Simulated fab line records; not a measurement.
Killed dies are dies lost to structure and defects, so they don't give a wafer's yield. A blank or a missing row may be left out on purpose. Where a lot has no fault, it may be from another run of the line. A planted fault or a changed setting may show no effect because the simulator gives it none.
Which tool did it? | flow n5_finfet | 24 lots, 72 wafers sampled, at 2 steps of a route of 1938

== WHAT THE GAUGES READ, wafer by wafer ==
N5_SDB_THK_MEAS_31. Usual: SDB_THK 63.6 nm, standard deviation 1.8.
lot  | measured    | on            | SDB_THK (nm)   | flag
L074 | day 4 00:37 | film_metro-01 | 65.0 65.3 64.8 |
L075 | day 4 02:58 | film_metro-01 | 63.7 61.9 64.6 |
L076 | day 4 09:56 | film_metro-02 | 61.8 62.7 64.5 |
L077 | day 4 15:38 | film_metro-02 | 64.2 61.9 63.2 |
L078 | day 4 22:36 | film_metro-01 | 64.2 62.1 63.5 |
L079 | day 5 05:07 | film_metro-01 | 61.8 62.3 60.3 |
L080 | day 5 13:01 | film_metro-01 | 63.1 66.7 68.7 |
L081 | day 5 16:22 | film_metro-02 | 63.5 64.0 61.7 |
L082 | day 5 19:40 | film_metro-02 | 61.7 67.1 65.4 |
L083 | day 6 02:05 | film_metro-01 | 65.3 63.2 65.1 |
L084 | day 6 09:27 | film_metro-01 | 60.6 63.1 61.0 |
L085 | day 6 18:50 | film_metro-02 | 62.1 63.9 61.6 |
L086 | day 7 02:02 | film_metro-01 | 61.0 63.6 63.5 |
L087 | day 7 11:43 | film_metro-02 | 62.9 63.3 61.8 |
L088 | day 7 11:50 | film_metro-01 | 60.8 62.0 61.5 |
L089 | day 8 00:36 | film_metro-02 | 64.2 65.0 64.4 |
L090 | day 8 06:49 | film_metro-02 | 59.7 63.0 63.3 |
L091 | day 8 10:53 | film_metro-01 | 65.1 64.7 66.9 |
L092 | day 8 15:41 | film_metro-02 | 63.2 65.3 64.2 |
L093 | day 8 18:29 | film_metro-01 | 64.9 63.6 64.8 |
L094 | day 9 02:20 | film_metro-01 | 61.8 63.3 61.2 |
L095 | day 9 04:43 | film_metro-01 | 62.9 60.6 61.4 |
L096 | day 9 15:25 | film_metro-02 | 66.5 62.7 62.8 |
L097 | day 9 16:58 | film_metro-01 | 67.2 67.8 61.7 |

== WHAT TOOL EACH LOT RAN ON (gives the tool, then ch and the chambers of the sampled wafers, and finally the start) ==
lot  | N5_SDB_CMP_30
L074 | cmp-01 ch 0,1,2, day 4 00:19
L075 | cmp-01 ch 1,2, day 4 02:40
L076 | cmp-04 ch 0,1,2, day 4 09:46
L077 | cmp-01 ch 0,1,3, day 4 15:20
L078 | cmp-01 ch 0,2,3, day 4 22:21
L079 | cmp-01 ch 0,2,3, day 5 04:49
L080 | cmp-01 ch 0,1,3, day 5 12:44
L081 | cmp-01 ch 0,1,3, day 5 16:06
L082 | cmp-04 ch 0,2,3, day 5 19:25
L083 | cmp-01 ch 0,2,3, day 6 01:52
L084 | cmp-01 ch 1,2,3, day 6 09:08
L085 | cmp-02 ch 1,2,3, day 6 18:37
L086 | cmp-01 ch 0,2,3, day 7 01:46
L087 | cmp-01 ch 0,2,3, day 7 11:25
L088 | cmp-02 ch 1,2, day 7 11:33
L089 | cmp-01 ch 0,3, day 8 00:20
L090 | cmp-04 ch 0,2,3, day 8 06:31
L091 | cmp-02 ch 1,2, day 8 10:38
L092 | cmp-02 ch 0,1,2, day 8 15:26
L093 | cmp-02 ch 0,1,3, day 8 18:16
L094 | cmp-01 ch 1,2, day 9 02:02
L095 | cmp-02 ch 0,1, day 9 04:25
L096 | cmp-04 ch 0,2, day 9 15:07
L097 | cmp-01 ch 0,1,2, day 9 16:47
- N5_SDB_CMP_30: polishes, stops on poly-Si, t overpolish 1.54 s, target thk 30 nm.

== AS READ BY THE TOOLS THEMSELVES (means over the sampled wafers that have a number; for cases with no such wafer, the mark the record gives instead) ==
N5_SDB_CMP_30. Usual: head_pressure_psi 4.148 psi, standard deviation 0.01; motor_current_A 12.8 A, standard deviation 1.1; overpolish_run_s 1.539 s, standard deviation 0.0093; retaining_ring_pressure_frac 1.000, standard deviation 0.0052; time_to_endpoint_s 15.6 s, standard deviation 2.6.
lot  | tool   | head_pressure_psi (psi) | motor_current_A (A) | overpolish_run_s (s) | retaining_ring_pressure_frac | time_to_endpoint_s (s) | flag
L074 | cmp-01 | 4.147                   | 12.8                | 1.533                | 1.001                        | 15.3                   |
L075 | cmp-01 | 4.153                   | 12.4                | 1.545                | 0.999                        | 15.2                   |
L076 | cmp-04 | 4.149                   | 11.6                | 1.545                | 1.002                        | 11.4                   |
L077 | cmp-01 | 4.147                   | 12.8                | 1.536                | 0.997                        | 18.5                   |
L078 | cmp-01 | 4.152                   | 13.2                | 1.535                | 1.001                        | 17.9                   |
L079 | cmp-01 | 4.160                   | 13.5                | 1.543                | 1.002                        | 14.6                   |
L080 | cmp-01 | 4.140                   | 12.9                | 1.536                | 0.999                        | 14.6                   |
L081 | cmp-01 | 4.158                   | 13.0                | 1.533                | 1.000                        | 17.3                   |
L082 | cmp-04 | 4.144                   | 12.4                | 1.536                | 0.999                        | 9.3                    |
L083 | cmp-01 | 4.153                   | 13.5                | 1.539                | 0.999                        | 17.0                   |
L084 | cmp-01 | 4.151                   | 12.7                | 1.543                | 0.997                        | 20.6                   |
L085 | cmp-02 | 4.150                   | 12.3                | 1.537                | 1.000                        | 13.4                   |
L086 | cmp-01 | 4.150                   | 13.7                | 1.541                | 1.002                        | 16.0                   |
L087 | cmp-01 | 4.150                   | 13.9                | 1.537                | 1.002                        | 18.3                   |
L088 | cmp-02 | 4.146                   | 13.2                | 1.545                | 1.005                        | 13.4                   |
L089 | cmp-01 | 4.147                   | 13.1                | 1.540                | 0.995                        | 14.4                   |
L090 | cmp-04 | 4.149                   | 12.6                | 1.547                | 0.998                        | 14.3                   |
L091 | cmp-02 | 4.138                   | 13.3                | 1.542                | 1.006                        | 14.8                   |
L092 | cmp-02 | 4.139                   | 13.1                | 1.539                | 1.001                        | 16.0                   |
L093 | cmp-02 | 4.156                   | 12.2                | 1.538                | 0.993                        | 16.5                   |
L094 | cmp-01 | 4.144                   | 12.2                | 1.540                | 1.002                        | 15.4                   |
L095 | cmp-02 | 4.153                   | 12.7                | 1.533                | 0.990                        | 15.7                   |
L096 | cmp-04 | 4.148                   | 11.7                | 1.538                | 1.004                        | 14.2                   |
L097 | cmp-01 | 4.150                   | 12.9                | 1.544                | 1.001                        | 16.1                   |

== THE ANSWER, worked out from the rows above alone ==
Rule: lot off if the mean of its wafers having a number is beyond 3 standard deviations from the usual mean. Also off: a lot with no number at a reading for which 4 or more lots have one. Any other lot the step has rows for is counted as sound. Order of review: gauges by route order, followed by the tools' own readings, for which a lot's mean as printed above is used. The first step at which some lot is off is used, and at that step the reading that is off furthest; a lot without a number counts as furthest.
No lot is off at any reading shown: from this, nothing can be told.

== WHAT THE SIMULATOR PUT IN ==
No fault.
